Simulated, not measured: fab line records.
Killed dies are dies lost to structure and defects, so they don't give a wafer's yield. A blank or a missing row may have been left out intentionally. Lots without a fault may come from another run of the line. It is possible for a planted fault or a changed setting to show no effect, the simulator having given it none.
What tool caused it? || flow n5-finfet || 9 lots, 27 wafers sampled, at 5 steps of a route of 1938

## WHAT THE GAUGES SHOWED, per wafer
N5_HKMG_FIN_OVL_MEAS_13.
{"lot": "L521", "measured": "day 4 02:31", "on": "overlay-02", "NWFM_OVL (nm)": "0.3 -0.3 0.4"}
{"lot": "L526", "measured": "day 5 09:02", "on": "overlay-02", "NWFM_OVL (nm)": "-0.5 -0.2 -1.6"}
{"lot": "L527", "measured": "day 5 14:35", "on": "overlay-01", "NWFM_OVL (nm)": "-1.4 -0.5 -0.9"}
{"lot": "L529", "measured": "day 6 06:40", "on": "overlay-01", "NWFM_OVL (nm)": "-0.7 -0.9 0.0"}
{"lot": "L531", "measured": "day 6 19:41", "on": "overlay-01", "NWFM_OVL (nm)": "-1.1 -0.3 -0.6"}
{"lot": "L532", "measured": "day 7 02:14", "on": "overlay-02", "NWFM_OVL (nm)": "-0.5 -0.9 0.7"}
{"lot": "L535", "measured": "day 7 18:10", "on": "overlay-01", "NWFM_OVL (nm)": "-1.2 -1.1 -0.9"}
{"lot": "L537", "measured": "day 8 03:34", "on": "overlay-01", "NWFM_OVL (nm)": "-0.2 -0.6 0.4"}
{"lot": "L541", "measured": "day 9 04:00", "on": "overlay-01", "NWFM_OVL (nm)": "-0.3 -1.7 -1.4"}

N5_BEOL_M4_RC_MEAS_101.
{"lot": "L521", "measured": "day 8 22:11", "on": "prober-01", "DIBL_N (mV/V)": "36.4 35.7 37.5", "DIBL_P (mV/V)": "35.6 34.2 36.3", "IOFF_N (nA/um)": "0.15 0.14 0.17", "IOFF_N_85C (nA/um)": "3.0 2.8 3.3", "IOFF_N_LIN (nA/um)": "0.071 0.067 0.080", "IOFF_N_LONG (nA/um)": "5.52e-05 5.5e-05 5.53e-05", "IOFF_P (nA/um)": "0.21 0.19 0.22", "ION_N (uA/um)": "671 664 675", "ION_P (uA/um)": "461 460 457", "SS_N (mV/dec)": "70.7 70.1 71.0", "SS_P (mV/dec)": "73.6 73.3 73.7", "VT_N (mV)": "249 251 250", "VT_N_LONG (mV)": "274.5 270.7 275.3", "VT_N_LVT (mV)": "99 100 97", "VT_P (mV)": "-249 -251 -250"}
{"lot": "L526", "measured": "day 11 01:40", "on": "prober-02", "DIBL_N (mV/V)": "33.2 38.8 34.7", "DIBL_P (mV/V)": "32.0 39.7 34.8", "IOFF_N (nA/um)": "0.11 0.21 0.13", "IOFF_N_85C (nA/um)": "2.2 3.9 2.7", "IOFF_N_LIN (nA/um)": "0.051 0.089 0.065", "IOFF_N_LONG (nA/um)": "5.46e-05 5.39e-05 5.3e-05", "IOFF_P (nA/um)": "0.14 0.25 0.18", "ION_N (uA/um)": "649 672 658", "ION_P (uA/um)": "441 453 454", "SS_N (mV/dec)": "72.3 73.0 71.3", "SS_P (mV/dec)": "71.9 73.9 73.4", "VT_N (mV)": "260 246 255", "VT_N_LONG (mV)": "277.6 273.9 278.5", "VT_N_LVT (mV)": "107 97 103", "VT_P (mV)": "-256 -249 -252"}
{"lot": "L527", "measured": "day 11 01:13", "on": "prober-01", "DIBL_N (mV/V)": "37.8 38.2 36.1", "DIBL_P (mV/V)": "38.5 39.4 37.7", "IOFF_N (nA/um)": "0.18 0.19 0.16", "IOFF_N_85C (nA/um)": "3.5 3.6 3.1", "IOFF_N_LIN (nA/um)": "0.081 0.084 0.075", "IOFF_N_LONG (nA/um)": "5.37e-05 5.26e-05 5.23e-05", "IOFF_P (nA/um)": "0.21 0.23 0.21", "ION_N (uA/um)": "682 678 677", "ION_P (uA/um)": "457 459 466", "SS_N (mV/dec)": "72.4 72.5 71.5", "SS_P (mV/dec)": "73.8 73.5 73.6", "VT_N (mV)": "249 249 248", "VT_N_LONG (mV)": "272.8 273.3 277.1", "VT_N_LVT (mV)": "97 97 99", "VT_P (mV)": "-252 -253 -252"}
{"lot": "L529", "measured": "day 11 08:01", "on": "prober-02", "DIBL_N (mV/V)": "34.0 34.2 32.9", "DIBL_P (mV/V)": "33.2 32.6 32.8", "IOFF_N (nA/um)": "0.12 0.12 0.11", "IOFF_N_85C (nA/um)": "2.5 2.5 2.3", "IOFF_N_LIN (nA/um)": "0.059 0.059 0.058", "IOFF_N_LONG (nA/um)": "5.8e-05 5.83e-05 5.7e-05", "IOFF_P (nA/um)": "0.19 0.17 0.17", "ION_N (uA/um)": "650 660 665", "ION_P (uA/um)": "452 453 458", "SS_N (mV/dec)": "71.2 71.1 71.4", "SS_P (mV/dec)": "72.7 72.7 72.7", "VT_N (mV)": "255 257 254", "VT_N_LONG (mV)": "273.6 277.5 271.9", "VT_N_LVT (mV)": "106 107 106", "VT_P (mV)": "-251 -255 -254"}
{"lot": "L531", "measured": "day 13 00:28", "on": "prober-01", "DIBL_N (mV/V)": "33.1 33.8 32.3", "DIBL_P (mV/V)": "33.0 33.7 31.0", "IOFF_N (nA/um)": "0.11 0.12 0.10", "IOFF_N_85C (nA/um)": "2.3 2.5 2.2", "IOFF_N_LIN (nA/um)": "0.059 0.062 0.054", "IOFF_N_LONG (nA/um)": "5.91e-05 5.98e-05 6.04e-05", "IOFF_P (nA/um)": "0.17 0.17 0.14", "ION_N (uA/um)": "663 661 658", "ION_P (uA/um)": "455 454 449", "SS_N (mV/dec)": "70.5 71.3 70.5", "SS_P (mV/dec)": "72.5 73.3 73.1", "VT_N (mV)": "251 250 255", "VT_N_LONG (mV)": "272.0 271.3 272.2", "VT_N_LVT (mV)": "100 99 101", "VT_P (mV)": "-254 -253 -256"}
{"lot": "L532", "measured": "day 13 04:21", "on": "prober-02", "DIBL_N (mV/V)": "33.7 33.0 34.4", "DIBL_P (mV/V)": "31.6 31.3 33.1", "IOFF_N (nA/um)": "0.12 0.12 0.13", "IOFF_N_85C (nA/um)": "2.5 2.4 2.6", "IOFF_N_LIN (nA/um)": "0.061 0.058 0.064", "IOFF_N_LONG (nA/um)": "5.9e-05 5.84e-05 5.92e-05", "IOFF_P (nA/um)": "0.15 0.15 0.17", "ION_N (uA/um)": "657 653 658", "ION_P (uA/um)": "449 451 456", "SS_N (mV/dec)": "70.3 70.8 70.9", "SS_P (mV/dec)": "73.2 72.9 73.0", "VT_N (mV)": "254 254 253", "VT_N_LONG (mV)": "270.5 272.2 270.0", "VT_N_LVT (mV)": "98 99 99", "VT_P (mV)": "-255 -258 -253"}
{"lot": "L535", "measured": "day 13 09:55", "on": "prober-02", "DIBL_N (mV/V)": "38.4 37.1 35.3", "DIBL_P (mV/V)": "38.4 36.7 34.2", "IOFF_N (nA/um)": "0.19 0.15 0.12", "IOFF_N_85C (nA/um)": "3.7 3.1 2.5", "IOFF_N_LIN (nA/um)": "0.086 0.071 0.060", "IOFF_N_LONG (nA/um)": "5.64e-05 5.65e-05 5.73e-05", "IOFF_P (nA/um)": "0.22 0.20 0.16", "ION_N (uA/um)": "677 670 670", "ION_P (uA/um)": "462 460 461", "SS_N (mV/dec)": "70.7 71.2 70.6", "SS_P (mV/dec)": "74.3 72.8 72.8", "VT_N (mV)": "246 252 252", "VT_N_LONG (mV)": "274.0 275.6 276.6", "VT_N_LVT (mV)": "94 99 101", "VT_P (mV)": "-246 -250 -255"}
{"lot": "L537", "measured": "day 13 20:47", "on": "prober-01", "DIBL_N (mV/V)": "34.9 35.5 33.6", "DIBL_P (mV/V)": "35.3 36.0 34.6", "IOFF_N (nA/um)": "0.14 0.15 0.13", "IOFF_N_85C (nA/um)": "2.9 3.0 2.6", "IOFF_N_LIN (nA/um)": "0.067 0.070 0.063", "IOFF_N_LONG (nA/um)": "5.75e-05 5.7e-05 5.65e-05", "IOFF_P (nA/um)": "0.18 0.20 0.18", "ION_N (uA/um)": "667 662 667", "ION_P (uA/um)": "454 450 461", "SS_N (mV/dec)": "71.1 71.2 71.0", "SS_P (mV/dec)": "73.0 73.4 73.0", "VT_N (mV)": "251 249 251", "VT_N_LONG (mV)": "273.0 277.0 275.0", "VT_N_LVT (mV)": "98 98 98", "VT_P (mV)": "-253 -248 -252"}
{"lot": "L541", "measured": "day 14 10:26", "on": "prober-02", "DIBL_N (mV/V)": "35.0 35.7 36.2", "DIBL_P (mV/V)": "34.7 34.8 35.4", "IOFF_N (nA/um)": "0.00 0.15 0.14", "IOFF_N_85C (nA/um)": "0.0 3.0 2.8", "IOFF_N_LIN (nA/um)": "0.000 0.069 0.065", "IOFF_N_LONG (nA/um)": "3.08e-05 5.46e-05 5.45e-05", "IOFF_P (nA/um)": "0.19 0.18 0.19", "ION_N (uA/um)": "239 666 658", "ION_P (uA/um)": "460 452 449", "SS_N (mV/dec)": "71.3 72.6 71.9", "SS_P (mV/dec)": "73.9 74.2 73.3", "VT_N (mV)": "462 251 256", "VT_N_LONG (mV)": "480.5 275.3 276.7", "VT_N_LVT (mV)": "302 99 102", "VT_P (mV)": "-254 -253 -252"}

## WHICH TOOL RAN EACH LOT (tool, then ch and the chambers of the sampled wafers, then the start)
{"lot": "L521", "N5_HKMG_FIN_ETCH_32": "rie-diel-01 ch 1,2,3, day 4 02:43", "N5_HKMG_FIN_ETCH_35": "rie-diel-01 ch 1,2,3, day 4 02:56", "N5_HKMG_FIN_ALD_91": "ald-metal-02 ch 0,2,3, day 4 03:37"}
{"lot": "L526", "N5_HKMG_FIN_ETCH_32": "rie-diel-06 ch 0,1,3, day 5 09:11", "N5_HKMG_FIN_ETCH_35": "rie-diel-06 ch 0,1,3, day 5 09:23", "N5_HKMG_FIN_ALD_91": "ald-metal-01 ch 0,2,3, day 5 10:04"}
{"lot": "L527", "N5_HKMG_FIN_ETCH_32": "rie-diel-06 ch 0,1,3, day 5 14:44", "N5_HKMG_FIN_ETCH_35": "rie-diel-06 ch 0,1,3, day 5 14:57", "N5_HKMG_FIN_ALD_91": "ald-metal-01 ch 0,1,3, day 5 15:38"}
{"lot": "L529", "N5_HKMG_FIN_ETCH_32": "rie-diel-01 ch 0,1,3, day 6 06:49", "N5_HKMG_FIN_ETCH_35": "rie-diel-01 ch 0,1,3, day 6 07:01", "N5_HKMG_FIN_ALD_91": "ald-metal-01 ch 1,2, day 6 07:42"}
{"lot": "L531", "N5_HKMG_FIN_ETCH_32": "rie-diel-06 ch 0,1,2, day 6 19:50", "N5_HKMG_FIN_ETCH_35": "rie-diel-06 ch 0,1,2, day 6 20:02", "N5_HKMG_FIN_ALD_91": "ald-metal-01 ch 0,3, day 6 20:43"}
{"lot": "L532", "N5_HKMG_FIN_ETCH_32": "rie-diel-01 ch 0,1,3, day 7 02:23", "N5_HKMG_FIN_ETCH_35": "rie-diel-01 ch 0,1,3, day 7 02:35", "N5_HKMG_FIN_ALD_91": "ald-metal-02 ch 1,3, day 7 03:16"}
{"lot": "L535", "N5_HKMG_FIN_ETCH_32": "rie-diel-06 ch 1,3, day 7 18:19", "N5_HKMG_FIN_ETCH_35": "rie-diel-06 ch 1,3, day 7 18:31", "N5_HKMG_FIN_ALD_91": "ald-metal-02 ch 0,1,3, day 7 19:12"}
{"lot": "L537", "N5_HKMG_FIN_ETCH_32": "rie-diel-06 ch 1,2,3, day 8 03:49", "N5_HKMG_FIN_ETCH_35": "rie-diel-06 ch 1,2,3, day 8 04:00", "N5_HKMG_FIN_ALD_91": "ald-metal-03 ch 0,1,3, day 8 04:36"}
{"lot": "L541", "N5_HKMG_FIN_ETCH_32": "rie-diel-06 ch 0,1,2, day 9 04:10", "N5_HKMG_FIN_ETCH_35": "rie-diel-06 ch 0,1,2, day 9 04:23", "N5_HKMG_FIN_ALD_91": "ald-metal-01 ch 1,3, day 9 05:04"}
- N5_HKMG_FIN_ETCH_32: etches SOC in N2/H2, target depth 240 nm, time 300 s.
- N5_HKMG_FIN_ETCH_35: etches SOC in N2/H2, target depth 215.8 nm, time 243.4 s.
- N5_HKMG_FIN_ALD_91: deposits TiN, target thk 1 nm, pulse time 1 s, purge time 3 s.

## AS READ BY THE TOOLS THEMSELVES (means over the sampled wafers that have a number; for cases with no such wafer, the mark the record gives instead)
N5_HKMG_FIN_ETCH_32.
{"lot": "L521", "tool": "rie-diel-01", "drypump-motor-current-A (A)": 5.5, "oes-product-au (a.u.)": 0.86, "rf-vpp-V (V)": 526.3, "run-length-s (s)": 323.1, "showerhead-plenum-p-Torr (Torr)": 2.64, "throttle-valve-pct (%)": 17.61}
{"lot": "L526", "tool": "rie-diel-06", "drypump-motor-current-A (A)": 5.2, "oes-product-au (a.u.)": 0.76, "rf-vpp-V (V)": 523.4, "run-length-s (s)": 323.1, "showerhead-plenum-p-Torr (Torr)": 2.53, "throttle-valve-pct (%)": 17.61}
{"lot": "L527", "tool": "rie-diel-06", "drypump-motor-current-A (A)": 5.2, "oes-product-au (a.u.)": 0.76, "rf-vpp-V (V)": 522.7, "run-length-s (s)": 323.1, "showerhead-plenum-p-Torr (Torr)": 2.53, "throttle-valve-pct (%)": 17.60}
{"lot": "L529", "tool": "rie-diel-01", "drypump-motor-current-A (A)": 5.5, "oes-product-au (a.u.)": 0.88, "rf-vpp-V (V)": 526.7, "run-length-s (s)": 323.3, "showerhead-plenum-p-Torr (Torr)": 2.64, "throttle-valve-pct (%)": 17.54}
{"lot": "L531", "tool": "rie-diel-06", "drypump-motor-current-A (A)": 5.4, "oes-product-au (a.u.)": 0.74, "rf-vpp-V (V)": 525.2, "run-length-s (s)": 323.4, "showerhead-plenum-p-Torr (Torr)": 2.59, "throttle-valve-pct (%)": 17.68}
{"lot": "L532", "tool": "rie-diel-01", "drypump-motor-current-A (A)": 5.5, "oes-product-au (a.u.)": 0.85, "rf-vpp-V (V)": 527.8, "run-length-s (s)": 323.2, "showerhead-plenum-p-Torr (Torr)": 2.64, "throttle-valve-pct (%)": 17.56}
{"lot": "L535", "tool": "rie-diel-06", "drypump-motor-current-A (A)": 5.2, "oes-product-au (a.u.)": 0.74, "rf-vpp-V (V)": 521.7, "run-length-s (s)": 323.2, "showerhead-plenum-p-Torr (Torr)": 2.46, "throttle-valve-pct (%)": 17.73}
{"lot": "L537", "tool": "rie-diel-06", "drypump-motor-current-A (A)": 5.4, "oes-product-au (a.u.)": 0.74, "rf-vpp-V (V)": 524.0, "run-length-s (s)": 323.6, "showerhead-plenum-p-Torr (Torr)": 2.53, "throttle-valve-pct (%)": 17.79}
{"lot": "L541", "tool": "rie-diel-06", "drypump-motor-current-A (A)": 5.5, "oes-product-au (a.u.)": 0.80, "rf-vpp-V (V)": 525.0, "run-length-s (s)": 323.7, "showerhead-plenum-p-Torr (Torr)": 2.58, "throttle-valve-pct (%)": 17.56}

N5_HKMG_FIN_ETCH_35.
{"lot": "L521", "tool": "rie-diel-01", "drypump-motor-current-A (A)": 5.5, "oes-product-au (a.u.)": 0.84, "rf-vpp-V (V)": 142.9, "run-length-s (s)": 266.6, "showerhead-plenum-p-Torr (Torr)": 2.64, "throttle-valve-pct (%)": 17.61}
{"lot": "L526", "tool": "rie-diel-06", "drypump-motor-current-A (A)": 5.2, "oes-product-au (a.u.)": 0.76, "rf-vpp-V (V)": 141.5, "run-length-s (s)": 266.6, "showerhead-plenum-p-Torr (Torr)": 2.53, "throttle-valve-pct (%)": 17.61}
{"lot": "L527", "tool": "rie-diel-06", "drypump-motor-current-A (A)": 5.3, "oes-product-au (a.u.)": 0.75, "rf-vpp-V (V)": 141.9, "run-length-s (s)": 266.8, "showerhead-plenum-p-Torr (Torr)": 2.53, "throttle-valve-pct (%)": 17.62}
{"lot": "L529", "tool": "rie-diel-01", "drypump-motor-current-A (A)": 5.5, "oes-product-au (a.u.)": 0.87, "rf-vpp-V (V)": 142.5, "run-length-s (s)": 267.1, "showerhead-plenum-p-Torr (Torr)": 2.64, "throttle-valve-pct (%)": 17.54}
{"lot": "L531", "tool": "rie-diel-06", "drypump-motor-current-A (A)": 5.5, "oes-product-au (a.u.)": 0.74, "rf-vpp-V (V)": 142.1, "run-length-s (s)": 266.8, "showerhead-plenum-p-Torr (Torr)": 2.59, "throttle-valve-pct (%)": 17.68}
{"lot": "L532", "tool": "rie-diel-01", "drypump-motor-current-A (A)": 5.5, "oes-product-au (a.u.)": 0.86, "rf-vpp-V (V)": 141.7, "run-length-s (s)": 266.8, "showerhead-plenum-p-Torr (Torr)": 2.64, "throttle-valve-pct (%)": 17.56}
{"lot": "L535", "tool": "rie-diel-06", "drypump-motor-current-A (A)": 5.2, "oes-product-au (a.u.)": 0.74, "rf-vpp-V (V)": 140.9, "run-length-s (s)": 266.8, "showerhead-plenum-p-Torr (Torr)": 2.46, "throttle-valve-pct (%)": 17.73}
{"lot": "L537", "tool": "rie-diel-06", "drypump-motor-current-A (A)": 5.3, "oes-product-au (a.u.)": 0.73, "rf-vpp-V (V)": 140.7, "run-length-s (s)": 266.7, "showerhead-plenum-p-Torr (Torr)": 2.53, "throttle-valve-pct (%)": 17.80}
{"lot": "L541", "tool": "rie-diel-06", "drypump-motor-current-A (A)": 5.5, "oes-product-au (a.u.)": 0.81, "rf-vpp-V (V)": 142.1, "run-length-s (s)": 219.1, "showerhead-plenum-p-Torr (Torr)": 2.58, "throttle-valve-pct (%)": 17.57}

N5_HKMG_FIN_ALD_91.
{"lot": "L521", "tool": "ald-metal-02", "heater-power-w (W)": 901, "precursor-pulse-height-rel": 0.990}
{"lot": "L526", "tool": "ald-metal-01", "heater-power-w (W)": 851, "precursor-pulse-height-rel": 1.022}
{"lot": "L527", "tool": "ald-metal-01", "heater-power-w (W)": 796, "precursor-pulse-height-rel": 0.995}
{"lot": "L529", "tool": "ald-metal-01", "heater-power-w (W)": 815, "precursor-pulse-height-rel": 1.000}
{"lot": "L531", "tool": "ald-metal-01", "heater-power-w (W)": 852, "precursor-pulse-height-rel": 0.993}
{"lot": "L532", "tool": "ald-metal-02", "heater-power-w (W)": 895, "precursor-pulse-height-rel": 1.007}
{"lot": "L535", "tool": "ald-metal-02", "heater-power-w (W)": 912, "precursor-pulse-height-rel": 1.020}
{"lot": "L537", "tool": "ald-metal-03", "heater-power-w (W)": 755, "precursor-pulse-height-rel": 0.996}
{"lot": "L541", "tool": "ald-metal-01", "heater-power-w (W)": 848, "precursor-pulse-height-rel": 0.993}

## THE ANSWER, worked out from the rows above alone
Rule: usual is defined by the lots themselves. Put in order of their means at a reading, lots are off if they are a third of the lots or fewer, leave a main group of 4 or more, and stand apart from it by a gap of 3 or more times the standard deviation of the main group's means; of several such gaps the widest counts. If all means in a main group match to the digits the tables above print for the reading, that group is not used. Also off: a lot with no number at a reading for which 4 or more lots have one. The other lots that the step has rows for count as sound. Order of review: gauges by route order, followed by the tools' own readings, for which a lot's mean as printed above is used. The first step at which some lot is off is used, and at that step the reading that is off furthest; a lot without a number counts as furthest.
Off: L541, seen at N5_BEOL_M4_RC_MEAS_101 (VT_N_LONG). The main group: mean 274.0 mV, standard deviation 1.8.
A tool fits if, at a process step before that reading, it ran every lot that is off, and no sound lot after the first of them. Not tried: the gauges at N5_BEOL_M4_RC_MEAS_101; whatever is off there is also off at N5_HKMG_FIN_ETCH_35, on other tools, and gauge error can't account for it. Undecided on this evidence; 2 tools fit (rie-diel-06 at N5_HKMG_FIN_ETCH_32 and N5_HKMG_FIN_ETCH_35, ald-metal-01 at N5_HKMG_FIN_ALD_91).

## WHAT THE SIMULATOR HAD INSERTED
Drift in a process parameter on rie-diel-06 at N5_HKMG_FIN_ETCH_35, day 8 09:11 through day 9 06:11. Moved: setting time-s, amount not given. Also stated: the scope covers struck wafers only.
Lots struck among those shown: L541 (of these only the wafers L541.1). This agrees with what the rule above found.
